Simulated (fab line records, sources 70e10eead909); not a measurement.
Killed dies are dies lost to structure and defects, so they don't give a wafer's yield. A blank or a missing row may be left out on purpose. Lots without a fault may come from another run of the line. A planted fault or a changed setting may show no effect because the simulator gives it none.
Chamber matching | flow nand_harc | NHARC_A_CHANNEL_FILL_D2_CMP_10 on cmp-04: 4 sister chambers
The step polishes, target thk 150 nm. 8 wafers are shown with their chamber, then 7 later ones without.

WAFERS WITH THEIR CHAMBER
wafer  | chamber | motor_current_A (A) | time_to_endpoint_s (s)
L080.1 | 2       | 13.5                | 12.8
L080.3 | 0       | 13.9                | 15.6
L085.1 | 0       | 13.4                | 16.9
L086.3 | 2       | 13.8                | 15.5
L086.4 | 1       | 13.4                | 14.3
L086.6 | 3       | 13.1                | 17.6
L087.2 | 1       | 13.1                | 17.8
L087.5 | 3       | 12.7                | 16.5

WAFERS WITHOUT THEIR CHAMBER
wafer  | motor_current_A (A) | time_to_endpoint_s (s)
L087.6 | 12.9                | 14.7
L090.3 | 12.3                | 18.5
L090.4 | 13.3                | 16.8
L090.6 | 13.4                | 16.9
L093.2 | 13.2                | 13.7
L093.5 | 13.7                | 16.2
L093.6 | 13.3                | 14.8

WHICH CHAMBER EACH WENT THROUGH
wafer  | from the rows above               | in truth
L087.6 | can't be placed: 3 or 1 or 2 or 0 | 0
L090.3 | can't be placed: 3 or 1           | 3
L090.4 | can't be placed: 1 or 0 or 3 or 2 | 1
L090.6 | can't be placed: 1 or 0 or 3 or 2 | 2
L093.2 | can't be placed: 1 or 2 or 0 or 3 | 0
L093.5 | can't be placed: 0 or 2 or 1      | 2
L093.6 | can't be placed: 1 or 2 or 0 or 3 | 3
Placed correctly: 0 of 7. Can't be placed from these rows: 7 (the true chamber is among the candidates in 7). Placed wrongly: 0.
How it was worked out, from the rows above alone: a wafer's distance from a chamber is the root of the sum, over the readings, of the square of ((its reading less the chamber's mean) divided by the reading's scatter). The wafer belongs to the nearest chamber; if the next one is less than 2 further off, it can't be placed. A chamber's mean is the mean of its shown wafers. The scatter: the root of (the sum of the squares of (reading less its chamber's mean) over the shown wafers, divided by (wafers less chambers)).
